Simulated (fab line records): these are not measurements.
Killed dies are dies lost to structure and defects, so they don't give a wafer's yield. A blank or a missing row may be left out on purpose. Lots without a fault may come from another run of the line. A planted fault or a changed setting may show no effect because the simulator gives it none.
Matching of chambers :: flow nand-harc :: cmp-01 running NHARC_P_BONDPAD_CMP_32: 4 sister chambers
The step polishes SiCN, target thk 200 nm. 8 wafers are shown with their chamber, then 8 later ones without.

== WAFERS PAIRED WITH THEIR CHAMBERS ==
wafer: L815.2
chamber: 3
motor-current-A (A): 12.9

wafer: L820.3
chamber: 0
motor-current-A (A): 11.9

wafer: L820.4
chamber: 1
motor-current-A (A): 11.7

wafer: L820.6
chamber: 2
motor-current-A (A): 10.3

wafer: L819.1
chamber: 3
motor-current-A (A): 13.1

wafer: L819.4
chamber: 0
motor-current-A (A): 12.1

wafer: L819.6
chamber: 2
motor-current-A (A): 10.2

wafer: L822.2
chamber: 1
motor-current-A (A): 12.1

== WAFERS WHOSE CHAMBER IS MISSING ==
wafer: L822.3
motor-current-A (A): 10.4

wafer: L822.5
motor-current-A (A): 10.5

wafer: L824.1
motor-current-A (A): 13.1

wafer: L824.2
motor-current-A (A): 12.0

wafer: L824.6
motor-current-A (A): 10.6

wafer: L828.1
motor-current-A (A): 12.3

wafer: L828.2
motor-current-A (A): 11.7

wafer: L828.4
motor-current-A (A): 10.6

== WHICH CHAMBER EACH ONE RAN IN ==
wafer: L822.3
from the rows above: 2
in truth: 2

wafer: L822.5
from the rows above: 2
in truth: 2

wafer: L824.1
from the rows above: 3
in truth: 3

wafer: L824.2
from the rows above: can't be placed: 0 or 1
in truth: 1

wafer: L824.6
from the rows above: 2
in truth: 2

wafer: L828.1
from the rows above: can't be placed: 0 or 1
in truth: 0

wafer: L828.2
from the rows above: can't be placed: 1 or 0
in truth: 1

wafer: L828.4
from the rows above: 2
in truth: 2
Correct placement for 5 of the 8. Cannot be placed on the basis of these rows: 3; the candidates contain the true chamber in 3. Number placed wrongly: 0.
How it was worked out, from the rows above alone: a wafer's distance from a chamber is the root of the sum, over the readings, of the square of ((its reading less the chamber's mean) divided by the reading's scatter). If the next closest chamber is less than 2 further off than the closest, the wafer can't be placed; otherwise it belongs to the closest. For every chamber, the mean is computed from those of its wafers that are shown. The scatter: take each reading less its chamber's mean, square it, sum over the shown wafers, divide by the number of wafers less the number of chambers, and take the root.
